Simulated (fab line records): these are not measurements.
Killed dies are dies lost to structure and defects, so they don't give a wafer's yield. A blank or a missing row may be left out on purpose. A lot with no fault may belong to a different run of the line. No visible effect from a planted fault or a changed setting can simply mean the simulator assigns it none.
Which tool is to blame? :: flow nand_harc :: Sampling: 11 lots, 33 wafers, 6 of 1159 route steps

## WHAT EACH GAUGE READ, for each wafer
NHARC_A_M0_OVL_MEAS_10: pitch 160 nm.
lot: L945
measured: day 17 07:46
on: overlay-02
overlay_x_nm (nm): -0.4 -1.0 -1.0
overlay_y_nm (nm): -0.2 0.0 -0.4

lot: L948
measured: day 17 16:08
on: overlay-02
overlay_x_nm (nm): -0.9 -0.9 -1.3
overlay_y_nm (nm): -0.4 0.2 -0.5

lot: L946
measured: day 18 02:25
on: overlay-02
overlay_x_nm (nm): -0.7 -1.0 -0.6
overlay_y_nm (nm): -0.9 -0.1 -0.1

lot: L956
measured: day 20 04:47
on: overlay-01
overlay_x_nm (nm): 8.0 8.4 7.3
overlay_y_nm (nm): 0.5 -0.4 0.1

lot: L958
measured: day 20 22:27
on: overlay-01
overlay_x_nm (nm): -0.3 -0.1 -0.1
overlay_y_nm (nm): 0.3 0.5 -0.3

lot: L957
measured: day 20 23:02
on: overlay-01
overlay_x_nm (nm): 9.0 9.0 9.1
overlay_y_nm (nm): 0.0 0.6 0.7

lot: L962
measured: day 21 16:37
on: overlay-02
overlay_x_nm (nm): -0.5 -0.3 -0.7
overlay_y_nm (nm): -0.8 -0.8 -0.4

lot: L959
measured: day 22 02:37
on: overlay-01
overlay_x_nm (nm): 8.8 9.6 9.1
overlay_y_nm (nm): 0.7 1.1 1.2

lot: L964
measured: day 22 03:18
on: overlay-01
overlay_x_nm (nm): 0.7 0.7 0.1
overlay_y_nm (nm): -0.4 -0.2 0.5

lot: L965
measured: day 22 16:53
on: overlay-01
overlay_x_nm (nm): 0.0 -0.3 -0.6
overlay_y_nm (nm): -0.5 -0.8 -0.3

lot: L968
measured: day 23 16:11
on: overlay-01
overlay_x_nm (nm): 0.4 0.7 -0.1
overlay_y_nm (nm): 0.4 -0.4 0.4

NHARC_END_SORT_01.
lot: L945
measured: day 19 15:28
on: prober-01
defect_limited_yield (%): 96.6 96.6 95.4
killed_at_array: 17 18 25
killed_at_other: 2 0 0
killed_at_periphery: 4 5 6
killed_dies: 23 23 31
killed_open: 2 5 3
killed_short: 0 3 1
sort_bin_2_pct (%): 1.2 0.9 0.9
sort_bin_3_pct (%): 0.15 0.15 0.44
sort_bin_4_pct (%): 2.1 2.4 3.2
sort_n_pass: 654 654 646
sort_rim_yield_pct (%): 93.4 89.6 98.1
sort_yield_pct (%): 96.6 96.6 95.4

lot: L948
measured: day 19 13:25
on: prober-02
defect_limited_yield (%): 93.6 96.3 96.0
killed_at_array: 37 20 25
killed_at_other: 0 0 0
killed_at_periphery: 6 5 2
killed_dies: 43 25 27
killed_open: 6 2 1
killed_short: 2 0 2
sort_bin_2_pct (%): 2.1 1.8 1.8
sort_bin_3_pct (%): 0.15 0.15 0.30
sort_bin_4_pct (%): 4.1 1.8 1.9
sort_n_pass: 634 652 650
sort_rim_yield_pct (%): 92.5 95.3 92.5
sort_yield_pct (%): 93.6 96.3 96.0

lot: L946
measured: day 20 07:05
on: prober-01
defect_limited_yield (%): 96.6 97.2 97.9
killed_at_array: 20 18 14
killed_at_other: 0 0 0
killed_at_periphery: 3 1 0
killed_dies: 23 19 14
killed_open: 3 2 1
killed_short: 3 1 1
sort_bin_2_pct (%): 1.0 0.6 0.3
sort_bin_3_pct (%): 0 0.15 0.15
sort_bin_4_pct (%): 2.4 2.1 1.6
sort_n_pass: 654 658 663
sort_rim_yield_pct (%): 94.3 98.1 94.3
sort_yield_pct (%): 96.6 97.2 97.9

lot: L956
measured: day 21 23:27
on: prober-01
defect_limited_yield (%): 96.6 97.9 96.6
killed_at_array: 19 13 18
killed_at_other: 0 0 0
killed_at_periphery: 4 1 5
killed_dies: 23 14 23
killed_open: 4 2 5
killed_short: 4 1 3
sort_bin_2_pct (%): 1.3 0.6 1.2
sort_bin_3_pct (%): 0.30 0.30 0.30
sort_bin_4_pct (%): 1.8 1.2 1.9
sort_n_pass: 654 663 654
sort_rim_yield_pct (%): 95.3 94.3 90.6
sort_yield_pct (%): 96.6 97.9 96.6

lot: L958
measured: day 22 13:26
on: prober-01
defect_limited_yield (%): 92.2 94.4 94.7
killed_at_array: 50 31 32
killed_at_other: 1 2 2
killed_at_periphery: 2 5 2
killed_dies: 53 38 36
killed_open: 5 5 4
killed_short: 1 4 4
sort_bin_2_pct (%): 2.4 2.1 1.5
sort_bin_3_pct (%): 0.59 0 0.59
sort_bin_4_pct (%): 4.9 3.5 3.2
sort_n_pass: 624 639 641
sort_rim_yield_pct (%): 98.1 92.5 91.5
sort_yield_pct (%): 92.2 94.4 94.7

lot: L957
measured: day 22 14:14
on: prober-02
defect_limited_yield (%): 97.2 97.2 97.6
killed_at_array: 15 16 15
killed_at_other: 0 1 0
killed_at_periphery: 4 2 1
killed_dies: 19 19 16
killed_open: 3 1 4
killed_short: 1 5 1
sort_bin_2_pct (%): 0.4 0.9 0.4
sort_bin_3_pct (%): 0 0.30 0
sort_bin_4_pct (%): 2.4 1.6 1.9
sort_n_pass: 658 658 661
sort_rim_yield_pct (%): 94.3 97.2 95.3
sort_yield_pct (%): 97.2 97.2 97.6

lot: L962
measured: day 23 10:19
on: prober-01
defect_limited_yield (%): 96.9 95.9 97.0
killed_at_array: 16 20 18
killed_at_other: 2 1 0
killed_at_periphery: 3 7 2
killed_dies: 21 28 20
killed_open: 4 6 3
killed_short: 5 2 1
sort_bin_2_pct (%): 0.6 1.3 0.7
sort_bin_3_pct (%): 0.30 0.30 0.15
sort_bin_4_pct (%): 2.2 2.5 2.1
sort_n_pass: 656 649 657
sort_rim_yield_pct (%): 93.4 97.2 94.3
sort_yield_pct (%): 96.9 95.9 97.0

lot: L959
measured: day 24 00:11
on: prober-01
defect_limited_yield (%): 97.0 96.6 95.9
killed_at_array: 18 21 26
killed_at_other: 0 0 1
killed_at_periphery: 2 2 1
killed_dies: 20 23 28
killed_open: 1 2 4
killed_short: 4 6 6
sort_bin_2_pct (%): 0.3 1.0 1.3
sort_bin_3_pct (%): 0 0 0.30
sort_bin_4_pct (%): 2.7 2.4 2.5
sort_n_pass: 657 654 649
sort_rim_yield_pct (%): 94.3 98.1 93.4
sort_yield_pct (%): 97.0 96.6 95.9

lot: L964
measured: day 24 03:40
on: prober-02
defect_limited_yield (%): 94.1 95.9 93.9
killed_at_array: 38 24 41
killed_at_other: 0 0 0
killed_at_periphery: 2 4 0
killed_dies: 40 28 41
killed_open: 4 2 3
killed_short: 5 1 2
sort_bin_2_pct (%): 1.5 1.3 2.7
sort_bin_3_pct (%): 0.30 0.15 0.15
sort_bin_4_pct (%): 4.1 2.7 3.2
sort_n_pass: 637 649 636
sort_rim_yield_pct (%): 95.3 90.6 91.5
sort_yield_pct (%): 94.1 95.9 93.9

lot: L965
measured: day 24 08:15
on: prober-01
defect_limited_yield (%): 94.8 93.6 92.2
killed_at_array: 33 42 53
killed_at_other: 1 1 0
killed_at_periphery: 1 0 0
killed_dies: 35 43 53
killed_open: 3 5 3
killed_short: 1 2 1
sort_bin_2_pct (%): 1.5 2.2 2.5
sort_bin_3_pct (%): 0.30 0.74 0.74
sort_bin_4_pct (%): 3.4 3.4 4.6
sort_n_pass: 642 634 624
sort_rim_yield_pct (%): 95.3 91.5 91.5
sort_yield_pct (%): 94.8 93.6 92.2

lot: L968
measured: day 25 09:22
on: prober-02
defect_limited_yield (%): 96.6 95.9 97.2
killed_at_array: 20 26 17
killed_at_other: 3 1 0
killed_at_periphery: 0 1 2
killed_dies: 23 28 19
killed_open: 0 2 2
killed_short: 1 4 3
sort_bin_2_pct (%): 1.5 1.3 0.6
sort_bin_3_pct (%): 0.15 0 0.30
sort_bin_4_pct (%): 1.8 2.8 1.9
sort_n_pass: 654 649 658
sort_rim_yield_pct (%): 93.4 95.3 95.3
sort_yield_pct (%): 96.6 95.9 97.2

## WHAT TOOL EACH LOT RAN ON (gives the tool, then ch and the chambers of the sampled wafers, and finally the start)
lot: L945
NHARC_A_BLC_CMP_25: cmp-03 ch 0,1,2, day 17 06:26
NHARC_A_M0_EXPOSE_06: arfi_scanner-03 ch 0, day 17 07:33
NHARC_A_M0_ETCH_34: rie_diel-06 ch 1,2,3, day 17 07:58
NHARC_A_M0_ETCH_15: rie_diel-06 ch 1,2,3, day 19 15:28 or earlier

lot: L948
NHARC_A_BLC_CMP_25: cmp-03 ch 0,2,3, day 17 14:54
NHARC_A_M0_EXPOSE_06: arfi_scanner-01 ch 0, day 17 15:55
NHARC_A_M0_ETCH_34: rie_diel-02 ch 0,1,3, day 17 16:20
NHARC_A_M0_ETCH_15: rie_diel-02 ch 0,1,3, day 19 13:25 or earlier

lot: L946
NHARC_A_BLC_CMP_25: cmp-02 ch 0,1,3, day 18 00:39
NHARC_A_M0_EXPOSE_06: arfi_scanner-03 ch 0, day 18 02:12
NHARC_A_M0_ETCH_34: rie_diel-09 ch 0,1,3, day 18 02:37
NHARC_A_M0_ETCH_15: rie_diel-09 ch 0,1, day 20 07:05 or earlier

lot: L956
NHARC_A_BLC_CMP_25: cmp-04 ch 1,2, day 20 03:19
NHARC_A_M0_EXPOSE_06: arfi_scanner-03 ch 0, day 20 04:34
NHARC_A_M0_ETCH_34: rie_diel-09 ch 0,1, day 20 04:59
NHARC_A_M0_ETCH_15: rie_diel-09 ch 1,3, day 21 23:27 or earlier

lot: L958
NHARC_A_BLC_CMP_25: cmp-02 ch 1,2, day 20 21:05
NHARC_A_M0_EXPOSE_06: arfi_scanner-02 ch 0, day 20 22:13
NHARC_A_M0_ETCH_34: rie_diel-02 ch 0,1, day 20 22:38
NHARC_A_M0_ETCH_15: rie_diel-02 ch 0,3, day 22 13:26 or earlier

lot: L957
NHARC_A_BLC_CMP_25: cmp-04 ch 1,2,3, day 20 21:30
NHARC_A_M0_EXPOSE_06: arfi_scanner-03 ch 0, day 20 22:48
NHARC_A_M0_ETCH_34: rie_diel-02 ch 0,2,3, day 20 23:13
NHARC_A_M0_ETCH_15: rie_diel-02 ch 0,1,2, day 22 14:14 or earlier

lot: L962
NHARC_A_BLC_CMP_25: cmp-04 ch 0,2, day 21 15:13
NHARC_A_M0_EXPOSE_06: arfi_scanner-01 ch 0, day 21 16:23
NHARC_A_M0_ETCH_34: rie_diel-06 ch 0,1,3, day 21 16:49
NHARC_A_M0_ETCH_15: rie_diel-06 ch 1,2,3, day 23 10:19 or earlier

lot: L959
NHARC_A_BLC_CMP_25: cmp-03 ch 0,1,2, day 22 01:23
NHARC_A_M0_EXPOSE_06: arfi_scanner-03 ch 0, day 22 02:24
NHARC_A_M0_ETCH_34: rie_diel-06 ch 0,1,2, day 22 02:49
NHARC_A_M0_ETCH_15: rie_diel-06 ch 0,3, day 24 00:11 or earlier

lot: L964
NHARC_A_BLC_CMP_25: cmp-02 ch 0,1,3, day 22 01:48
NHARC_A_M0_EXPOSE_06: arfi_scanner-01 ch 0, day 22 03:04
NHARC_A_M0_ETCH_34: rie_diel-09 ch 2,3, day 22 03:29
NHARC_A_M0_ETCH_15: rie_diel-09 ch 0,1,2, day 24 03:40 or earlier

lot: L965
NHARC_A_BLC_CMP_25: cmp-02 ch 1,2,3, day 22 15:29
NHARC_A_M0_EXPOSE_06: arfi_scanner-02 ch 0, day 22 16:39
NHARC_A_M0_ETCH_34: rie_diel-02 ch 0,1,3, day 22 17:04
NHARC_A_M0_ETCH_15: rie_diel-02 ch 1,2,3, day 24 08:15 or earlier

lot: L968
NHARC_A_BLC_CMP_25: cmp-04 ch 1,3, day 23 14:46
NHARC_A_M0_EXPOSE_06: arfi_scanner-02 ch 0, day 23 15:58
NHARC_A_M0_ETCH_34: rie_diel-06 ch 2,3, day 23 16:22
NHARC_A_M0_ETCH_15: rie_diel-06 ch 0,3, day 25 09:22 or earlier
- NHARC_A_BLC_CMP_25: polishes, t overpolish 30 s, target thk 150 nm.
- NHARC_A_M0_EXPOSE_06: exposes mask A M0, target cd 80 nm.
- NHARC_A_M0_ETCH_34: etches the open film in N2/H2, target depth 40 nm, overetch 12 nm, time 43.94 s.
- NHARC_A_M0_ETCH_15: etches the open film in C4F8/Ar, target depth 150 nm, overetch 15 nm, time 82.5 s.

## AS READ BY THE TOOLS THEMSELVES (means over the sampled wafers that have a number; for cases with no such wafer, the mark the record gives instead)
NHARC_A_BLC_CMP_25.
lot: L945
tool: cmp-03
edge_zone_pressure_frac: 0.995
motor_current_A (A): 11.9
overpolish_run_s (s): 30.002
time_to_endpoint_s (s): 27.2

lot: L948
tool: cmp-03
edge_zone_pressure_frac: 1.007
motor_current_A (A): 12.1
overpolish_run_s (s): 29.988
time_to_endpoint_s (s): 28.2

lot: L946
tool: cmp-02
edge_zone_pressure_frac: 0.999
motor_current_A (A): 12.4
overpolish_run_s (s): 29.995
time_to_endpoint_s (s): 31.1

lot: L956
tool: cmp-04
edge_zone_pressure_frac: 1.002
motor_current_A (A): 12.0
overpolish_run_s (s): 29.996
time_to_endpoint_s (s): 29.8

lot: L958
tool: cmp-02
edge_zone_pressure_frac: 0.997
motor_current_A (A): 12.6
overpolish_run_s (s): 29.998
time_to_endpoint_s (s): 27.4

lot: L957
tool: cmp-04
edge_zone_pressure_frac: 1.003
motor_current_A (A): 11.0
overpolish_run_s (s): 30.000
time_to_endpoint_s (s): 32.6

lot: L962
tool: cmp-04
edge_zone_pressure_frac: 1.000
motor_current_A (A): 12.1
overpolish_run_s (s): 29.992
time_to_endpoint_s (s): 26.6

lot: L959
tool: cmp-03
edge_zone_pressure_frac: 1.000
motor_current_A (A): 12.4
overpolish_run_s (s): 29.999
time_to_endpoint_s (s): 26.9

lot: L964
tool: cmp-02
edge_zone_pressure_frac: 0.998
motor_current_A (A): 12.2
overpolish_run_s (s): 30.008
time_to_endpoint_s (s): 27.2

lot: L965
tool: cmp-02
edge_zone_pressure_frac: 1.003
motor_current_A (A): 12.8
overpolish_run_s (s): 30.001
time_to_endpoint_s (s): 30.3

lot: L968
tool: cmp-04
edge_zone_pressure_frac: 0.995
motor_current_A (A): 11.4
overpolish_run_s (s): 30.010
time_to_endpoint_s (s): 30.2

NHARC_A_M0_EXPOSE_06.
lot: L945
tool: arfi_scanner-03
focus_offset_nm (nm): -0.8

lot: L948
tool: arfi_scanner-01
focus_offset_nm (nm): -0.2

lot: L946
tool: arfi_scanner-03
focus_offset_nm (nm): -0.3

lot: L956
tool: arfi_scanner-03
focus_offset_nm (nm): 0.1

lot: L958
tool: arfi_scanner-02
focus_offset_nm (nm): -0.3

lot: L957
tool: arfi_scanner-03
focus_offset_nm (nm): 0.1

lot: L962
tool: arfi_scanner-01
focus_offset_nm (nm): -0.3

lot: L959
tool: arfi_scanner-03
focus_offset_nm (nm): -0.3

lot: L964
tool: arfi_scanner-01
focus_offset_nm (nm): -0.2

lot: L965
tool: arfi_scanner-02
focus_offset_nm (nm): -0.4

lot: L968
tool: arfi_scanner-02
focus_offset_nm (nm): 0.6

NHARC_A_M0_ETCH_34.
lot: L945
tool: rie_diel-06
drypump_motor_current_A (A): 5.74
oes_product_au (a.u.): 1.006
rf_vpp_V (V): 429.1
showerhead_plenum_p_Torr (Torr): 2.01
throttle_valve_pct (%): 14.177

lot: L948
tool: rie_diel-02
drypump_motor_current_A (A): 5.93
oes_product_au (a.u.): 1.008
rf_vpp_V (V): 431.8
showerhead_plenum_p_Torr (Torr): 2.06
throttle_valve_pct (%): 14.177

lot: L946
tool: rie_diel-09
drypump_motor_current_A (A): 5.53
oes_product_au (a.u.): 0.991
rf_vpp_V (V): 432.0
showerhead_plenum_p_Torr (Torr): 2.10
throttle_valve_pct (%): 14.179

lot: L956
tool: rie_diel-09
drypump_motor_current_A (A): 5.54
oes_product_au (a.u.): 0.994
rf_vpp_V (V): 434.1
showerhead_plenum_p_Torr (Torr): 2.17
throttle_valve_pct (%): 14.174

lot: L958
tool: rie_diel-02
drypump_motor_current_A (A): 6.00
oes_product_au (a.u.): 0.990
rf_vpp_V (V): 431.7
showerhead_plenum_p_Torr (Torr): 2.08
throttle_valve_pct (%): 14.168

lot: L957
tool: rie_diel-02
drypump_motor_current_A (A): 5.90
oes_product_au (a.u.): 1.000
rf_vpp_V (V): 428.8
showerhead_plenum_p_Torr (Torr): 1.99
throttle_valve_pct (%): 14.166

lot: L962
tool: rie_diel-06
drypump_motor_current_A (A): 5.57
oes_product_au (a.u.): 1.005
rf_vpp_V (V): 428.0
showerhead_plenum_p_Torr (Torr): 1.94
throttle_valve_pct (%): 14.170

lot: L959
tool: rie_diel-06
drypump_motor_current_A (A): 5.50
oes_product_au (a.u.): 1.000
rf_vpp_V (V): 429.9
showerhead_plenum_p_Torr (Torr): 2.00
throttle_valve_pct (%): 14.169

lot: L964
tool: rie_diel-09
drypump_motor_current_A (A): 5.68
oes_product_au (a.u.): 1.001
rf_vpp_V (V): 427.9
showerhead_plenum_p_Torr (Torr): 1.95
throttle_valve_pct (%): 14.168

lot: L965
tool: rie_diel-02
drypump_motor_current_A (A): 5.94
oes_product_au (a.u.): 0.997
rf_vpp_V (V): 431.0
showerhead_plenum_p_Torr (Torr): 2.06
throttle_valve_pct (%): 14.160

lot: L968
tool: rie_diel-06
drypump_motor_current_A (A): 5.78
oes_product_au (a.u.): 1.008
rf_vpp_V (V): 430.5
showerhead_plenum_p_Torr (Torr): 2.06
throttle_valve_pct (%): 14.165

NHARC_A_M0_ETCH_15.
lot: L945
tool: rie_diel-06
oes_product_au (a.u.): 0.927
rf_vpp_V (V): 439.8

lot: L948
tool: rie_diel-02
oes_product_au (a.u.): 0.966
rf_vpp_V (V): 441.7

lot: L946
tool: rie_diel-09
oes_product_au (a.u.): 0.918
rf_vpp_V (V): 444.0

lot: L956
tool: rie_diel-09
oes_product_au (a.u.): 0.961
rf_vpp_V (V): 440.3

lot: L958
tool: rie_diel-02
oes_product_au (a.u.): 0.936
rf_vpp_V (V): 439.1

lot: L957
tool: rie_diel-02
oes_product_au (a.u.): 0.921
rf_vpp_V (V): 440.9

lot: L962
tool: rie_diel-06
oes_product_au (a.u.): 0.950
rf_vpp_V (V): 439.9

lot: L959
tool: rie_diel-06
oes_product_au (a.u.): 0.924
rf_vpp_V (V): 438.6

lot: L964
tool: rie_diel-09
oes_product_au (a.u.): 0.961
rf_vpp_V (V): 442.4

lot: L965
tool: rie_diel-02
oes_product_au (a.u.): 0.969
rf_vpp_V (V): 441.8

lot: L968
tool: rie_diel-06
oes_product_au (a.u.): 0.971
rf_vpp_V (V): 437.9

## THE ANSWER, worked out from the rows above alone
Rule: what is usual is taken from the lots themselves. The widest of any qualifying gaps counts: lots, ordered by their means at a reading, are off when they make up no more than a third of the lots, leave a main group of 4 or more, and stand apart from it by 3 or more times the standard deviation of that group's means. If all means in a main group match to the digits the tables above print for the reading, that group is not used. Also off: a lot with no number at a reading for which 4 or more lots have one. Any other lot the step has rows for is counted as sound. First the gauges in route order, then the tools' own readings, where a lot's mean is used as printed above. At the first step where some lot is off, the reading lying furthest off is the one used; lots without a number count as furthest.
Off: L956, L957, L959 (NHARC_A_M0_OVL_MEAS_10, overlay_x_nm). For the main group the mean is -0.3 nm and the standard deviation 0.51.
A tool fits if, at a process step before that reading, it ran every lot that is off, and no sound lot after the first of them. Gauges at NHARC_A_M0_OVL_MEAS_10: tried the same way as those tools. One fits: NHARC_A_M0_EXPOSE_06 on arfi_scanner-03. Its last sound lot is L946 (day 18 02:12), its first lot that is off L956 (day 20 04:34): a fault that began between those two fits.

## WHAT THE SIMULATOR HAD INSERTED
Scanner matching overlay: arfi_scanner-03, from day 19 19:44 on, at NHARC_A_M0_EXPOSE_06. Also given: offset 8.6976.
Lots struck among those shown: L956, L957, L959. The rule above found the same.
